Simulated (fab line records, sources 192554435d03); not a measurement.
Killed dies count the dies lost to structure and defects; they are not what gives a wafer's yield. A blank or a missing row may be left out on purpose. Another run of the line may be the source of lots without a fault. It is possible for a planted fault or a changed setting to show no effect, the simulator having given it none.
Lot-split experiment :: flow n5 finfet :: 7 lots, 21 wafers read, on a route of 1938 steps

ON THE SPLIT
At N5_DUMMY_GATE_COAT_28 (time 60 s, resist thk 10 nm), the setting spin rpm was moved away from the recipe's 1500 rpm on 7 of the 21 wafers read, by -11.0% to +9.0%. For the rest of the wafers, this setting stayed at what the recipe calls for.

The reading comes from the split's own step.

THE READING
underlayer_of_DUMMY_GATE_COAT_28.thk nm (the simulator's own value, which no gauge read), in nm, at N5_DUMMY_GATE_COAT_28 (time 60 s, resist thk 10 nm). There is no usual value for it anywhere in the file.

wafer: L074.1
tool, chamber at the split: litho track-04, 0
spin rpm as run, rpm: 1500
against the recipe: recipe
underlayer_of_DUMMY_GATE_COAT_28.thk nm, nm: 10
against lot-mates on the recipe: -

wafer: L074.6
tool, chamber at the split: litho track-04, 0
spin rpm as run, rpm: 1500
against the recipe: recipe
underlayer_of_DUMMY_GATE_COAT_28.thk nm, nm: 10
against lot-mates on the recipe: -

wafer: L074.5
tool, chamber at the split: litho track-04, 0
spin rpm as run, rpm: 1587
against the recipe: +5.8%
underlayer_of_DUMMY_GATE_COAT_28.thk nm, nm: 9.6
against lot-mates on the recipe: -0.4

wafer: L083.3
tool, chamber at the split: litho track-01, 0
spin rpm as run, rpm: 1500
against the recipe: recipe
underlayer_of_DUMMY_GATE_COAT_28.thk nm, nm: 10
against lot-mates on the recipe: -

wafer: L083.4
tool, chamber at the split: litho track-01, 0
spin rpm as run, rpm: 1500
against the recipe: recipe
underlayer_of_DUMMY_GATE_COAT_28.thk nm, nm: 10
against lot-mates on the recipe: -

wafer: L083.5
tool, chamber at the split: litho track-01, 0
spin rpm as run, rpm: 1500
against the recipe: recipe
underlayer_of_DUMMY_GATE_COAT_28.thk nm, nm: 10
against lot-mates on the recipe: -

wafer: L090.2
tool, chamber at the split: litho track-05, 0
spin rpm as run, rpm: 1500
against the recipe: recipe
underlayer_of_DUMMY_GATE_COAT_28.thk nm, nm: 10
against lot-mates on the recipe: -

wafer: L090.3
tool, chamber at the split: litho track-05, 0
spin rpm as run, rpm: 1500
against the recipe: recipe
underlayer_of_DUMMY_GATE_COAT_28.thk nm, nm: 10
against lot-mates on the recipe: -

wafer: L090.6
tool, chamber at the split: litho track-05, 0
spin rpm as run, rpm: 1430
against the recipe: -4.7%
underlayer_of_DUMMY_GATE_COAT_28.thk nm, nm: 10.2
against lot-mates on the recipe: +0.2

wafer: L094.1
tool, chamber at the split: litho track-01, 0
spin rpm as run, rpm: 1500
against the recipe: recipe
underlayer_of_DUMMY_GATE_COAT_28.thk nm, nm: 10
against lot-mates on the recipe: -

wafer: L094.3
tool, chamber at the split: litho track-01, 0
spin rpm as run, rpm: 1635
against the recipe: +9.0%
underlayer_of_DUMMY_GATE_COAT_28.thk nm, nm: 9.6
against lot-mates on the recipe: -0.4

wafer: L094.4
tool, chamber at the split: litho track-01, 0
spin rpm as run, rpm: 1635
against the recipe: +9.0%
underlayer_of_DUMMY_GATE_COAT_28.thk nm, nm: 9.6
against lot-mates on the recipe: -0.4

wafer: L095.1
tool, chamber at the split: litho track-04, 0
spin rpm as run, rpm: 1362
against the recipe: -9.2%
underlayer_of_DUMMY_GATE_COAT_28.thk nm, nm: 10.4
against lot-mates on the recipe: +0.4

wafer: L095.3
tool, chamber at the split: litho track-04, 0
spin rpm as run, rpm: 1362
against the recipe: -9.2%
underlayer_of_DUMMY_GATE_COAT_28.thk nm, nm: 10.4
against lot-mates on the recipe: +0.4

wafer: L095.5
tool, chamber at the split: litho track-04, 0
spin rpm as run, rpm: 1500
against the recipe: recipe
underlayer_of_DUMMY_GATE_COAT_28.thk nm, nm: 10
against lot-mates on the recipe: -

wafer: L096.1
tool, chamber at the split: litho track-04, 0
spin rpm as run, rpm: 1500
against the recipe: recipe
underlayer_of_DUMMY_GATE_COAT_28.thk nm, nm: 10
against lot-mates on the recipe: -

wafer: L096.2
tool, chamber at the split: litho track-04, 0
spin rpm as run, rpm: 1500
against the recipe: recipe
underlayer_of_DUMMY_GATE_COAT_28.thk nm, nm: 10
against lot-mates on the recipe: -

wafer: L096.6
tool, chamber at the split: litho track-04, 0
spin rpm as run, rpm: 1500
against the recipe: recipe
underlayer_of_DUMMY_GATE_COAT_28.thk nm, nm: 10
against lot-mates on the recipe: -

wafer: L097.1
tool, chamber at the split: litho track-04, 0
spin rpm as run, rpm: 1500
against the recipe: recipe
underlayer_of_DUMMY_GATE_COAT_28.thk nm, nm: 10
against lot-mates on the recipe: -

wafer: L097.5
tool, chamber at the split: litho track-04, 0
spin rpm as run, rpm: 1500
against the recipe: recipe
underlayer_of_DUMMY_GATE_COAT_28.thk nm, nm: 10
against lot-mates on the recipe: -

wafer: L097.3
tool, chamber at the split: litho track-04, 0
spin rpm as run, rpm: 1335
against the recipe: -11.0%
underlayer_of_DUMMY_GATE_COAT_28.thk nm, nm: 10.6
against lot-mates on the recipe: +0.6

THE FIT
A straight line over all 21 wafers: underlayer_of_DUMMY_GATE_COAT_28.thk nm changes by -0.0482 nm for each +1% of spin rpm; r = -0.99; the points scatter about the line by 0.037 nm.
The same after taking each lot's own level away (the mean of its wafers on the recipe; 21 wafers): -0.0482 nm for each +1%; r = -0.99; scatter 0.037 nm.
According to that fit, moving spin rpm by its largest amount changes the reading by 0.53 nm.
The lots' own levels span 10.00 to 10.00 nm.
The two slopes are in agreement: the lot-to-lot level therefore moves the slope only a little.
Check: for one of the wafers moved furthest among these (-11.0%), held out of the fit, the line's prediction against its lot-mates is +0.498 nm. Against them it came out at +0.6 nm.

THE OTHER SPLITS THESE WAFERS WENT THROUGH
Other splits were also applied to these wafers ahead of the reading. Each is held against what the fit with the lots' levels taken away leaves over:
other split on the same wafers: N5_WELL_APT_PEB_06 peb time s
wafers away from the commonest value: 9
r with underlayer_of_DUMMY_GATE_COAT_28.thk nm (lot level and that fit taken away): +0.10

other split on the same wafers: N5_WELL_APT_COAT_19 spin rpm
wafers away from the commonest value: 10
r with underlayer_of_DUMMY_GATE_COAT_28.thk nm (lot level and that fit taken away): +0.20

other split on the same wafers: N5_PMOS_HMC_CHANNEL_EPI_PEB_07 peb temp c
wafers away from the commonest value: 6
r with underlayer_of_DUMMY_GATE_COAT_28.thk nm (lot level and that fit taken away): -0.01

other split on the same wafers: N5_PMOS_HMC_CHANNEL_EPI_ETCH_32 bias w
wafers away from the commonest value: 5
r with underlayer_of_DUMMY_GATE_COAT_28.thk nm (lot level and that fit taken away): -0.18

other split on the same wafers: N5_FIN_CUT_CUT_ETCH_26 time s
wafers away from the commonest value: 12
r with underlayer_of_DUMMY_GATE_COAT_28.thk nm (lot level and that fit taken away): +0.24

FILE'S OWN FIT
underlayer_of_DUMMY_GATE_COAT_28.thk nm changes by -0.0501 nm for each +1% of spin rpm, r = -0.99.
